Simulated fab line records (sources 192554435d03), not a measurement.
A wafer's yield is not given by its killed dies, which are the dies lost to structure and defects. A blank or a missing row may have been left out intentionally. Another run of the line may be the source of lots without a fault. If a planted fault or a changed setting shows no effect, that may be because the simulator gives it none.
Lot-split experiment | flow n5_finfet | route with 1938 steps; 7 lots, 21 wafers read

## ON THE SPLIT
At N5_BEOL_M6_EXPOSE_08 (exposes mask M6), the setting dose_mj was moved away from the recipe's 68.25 on 9 of the 21 wafers read, by -5.1% to +5.5%. The other wafers ran this setting at the recipe's value.

## FROM THE SPLIT TO THE READING: what the file shows between them, 16 steps
- N5_BEOL_M6_PEB_09: peb time 60 s
- N5_BEOL_M6_DEVELOP_10: develop time 30 s
- N5_BEOL_M6_CD_MEAS_11: target cd 38.5 nm
- N5_BEOL_M6_DESCUM_16: chemistry O2, time 7.9 s
- N5_BEOL_M6_ETCH_61: etches SiARC in CF4, target depth 45.5 nm, time 75.8 s
- N5_BEOL_M6_ETCH_62: etches SOC in N2/H2, target depth 110 nm, overetch 22 nm, time 165 s
- N5_BEOL_M6_STRIP_68: strips in N2/H2
- N5_BEOL_M6_STRIP_67: strips in CF4
- N5_BEOL_M6_HM_OPEN_17: chemistry Cl2/BCl3, target TiN, target depth 20 nm, overetch 6 nm
- N5_BEOL_M6_STRIP_19: strips in O2
- N5_BEOL_M6_CD_MEAS_18: pitch 80 nm, target cd 40 nm
- N5_BEOL_M6_TRENCH_ETCH_37: etches SiCOH lowk in C4F6/O2, target depth 94.435 nm, time 31.5 s (also split here: source_w)
- N5_BEOL_M6_ETCH_41: etches SiCN in CH3F/O2, target depth 29.7 nm, time 52 s
- N5_BEOL_M6_STRIP_80: strips in N2/H2, time 10 s
- N5_BEOL_M6_PRECLEAN_42: cleans in residue remover, time 60 s
- N5_BEOL_M6_SRD_43: time 30 s

## THE READING
cd_nm, in nm, at N5_BEOL_M6_CD_MEAS_35 (target cd 40 nm, target cd y 28 nm). Typical for fault-free wafers on this fab line: 40.0 nm, with standard deviation 0.6 nm.

wafer  | tool, chamber at the split | dose_mj as run | against the recipe | cd_nm, nm | against lot-mates on the recipe
L074.3 | arfi_scanner-01, 0         | 68.25          | recipe             | 40.0      | -
L074.4 | arfi_scanner-01, 0         | 68.25          | recipe             | 40.3      | -
L074.6 | arfi_scanner-01, 0         | 71.83          | +5.2%              | 42.7      | +2.6
L075.3 | arfi_scanner-03, 0         | 70.68          | +3.6%              | 40.4      | no lot-mate on the recipe
L075.4 | arfi_scanner-03, 0         | 70.68          | +3.6%              | 42.2      | no lot-mate on the recipe
L075.6 | arfi_scanner-03, 0         | 70.68          | +3.6%              | 41.2      | no lot-mate on the recipe
L082.2 | arfi_scanner-01, 0         | 64.96          | -4.8%              | 37.4      | no lot-mate on the recipe
L082.3 | arfi_scanner-01, 0         | 64.96          | -4.8%              | 38.5      | no lot-mate on the recipe
L082.5 | arfi_scanner-01, 0         | 64.96          | -4.8%              | 37.8      | no lot-mate on the recipe
L083.1 | arfi_scanner-01, 0         | 68.25          | recipe             | 40.0      | -
L083.5 | arfi_scanner-01, 0         | 68.25          | recipe             | 39.8      | -
L083.6 | arfi_scanner-01, 0         | 68.25          | recipe             | 40.2      | -
L087.3 | arfi_scanner-03, 0         | 68.25          | recipe             | 40.2      | -
L087.4 | arfi_scanner-03, 0         | 64.8           | -5.1%              | 37.8      | -2.6
L087.6 | arfi_scanner-03, 0         | 68.25          | recipe             | 40.6      | -
L092.4 | arfi_scanner-02, 0         | 68.25          | recipe             | 40.2      | -
L092.5 | arfi_scanner-02, 0         | 68.25          | recipe             | 40.8      | -
L092.6 | arfi_scanner-02, 0         | 68.25          | recipe             | 40.0      | -
L091.2 | arfi_scanner-03, 0         | 68.25          | recipe             | 39.3      | -
L091.4 | arfi_scanner-03, 0         | 72.03          | +5.5%              | 42.6      | +3.4
L091.6 | arfi_scanner-03, 0         | 68.25          | recipe             | 39.2      | -

THE FIT
A straight line over all 21 wafers: cd_nm changes by +0.436 nm for each +1% of dose_mj; r = +0.94; the points scatter about the line by 0.52 nm.
The same after taking each lot's own level away (the mean of its wafers on the recipe; 15 wafers): +0.537 nm for each +1%; r = +0.98; scatter 0.24 nm.
Per that fit: largest dose_mj move, reading shift of 3 nm.
The span of the lots' own levels, 39.25 to 40.40 nm, comes to 1.9 times the standard deviation stated above.
Hence the slope depends on the lot-to-lot level, as the two fits are not the same.
Check: for one of the wafers moved furthest among these (+5.5%), held out of the fit, the line's prediction against its lot-mates is +2.76 nm. Against them it came out at +3.35 nm.

## THE OTHER SPLITS THESE WAFERS WENT THROUGH
Before the reading, these wafers also passed through other splits. Each is held against what the fit with the lots' levels taken away leaves over:
other split on the same wafers     | wafers away from the commonest value | r with cd_nm (lot level and that fit taken away)
N5_BEOL_M6_TRENCH_ETCH_37 source_w | 3                                    | -0.22

## THE WHOLE CHAIN: every reading that the file lists as answering this split, in the file's order
step                  | what it does                                                         | reading                                                               | change (the file's fit)               | r (the file's)
N5_BEOL_M6_CD_MEAS_11 | target cd 38.5 nm                                                    | cd_nm                                                                 | +0.469 nm for each +1% of the setting | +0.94
N5_BEOL_M6_ETCH_61    | etches SiARC in CF4, target depth 45.5 nm, time 75.8 s               | BEOL_M6.cd_offset_nm (the simulator's own value, which no gauge read) | +0.468 nm for each +1% of the setting | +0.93
N5_BEOL_M6_ETCH_62    | etches SOC in N2/H2, target depth 110 nm, overetch 22 nm, time 165 s | BEOL_M6.cd_offset_nm (the simulator's own value, which no gauge read) | +0.505 nm for each +1% of the setting | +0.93
N5_BEOL_M6_CD_MEAS_18 | pitch 80 nm, target cd 40 nm                                         | cd_nm                                                                 | +0.547 nm for each +1% of the setting | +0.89
N5_BEOL_M6_CD_MEAS_35 | target cd 40 nm, target cd y 28 nm                                   | cd_nm                                                                 | +0.538 nm for each +1% of the setting | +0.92

## FILE'S OWN FIT
cd_nm changes by +0.538 nm for each +1% of dose_mj, r = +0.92.
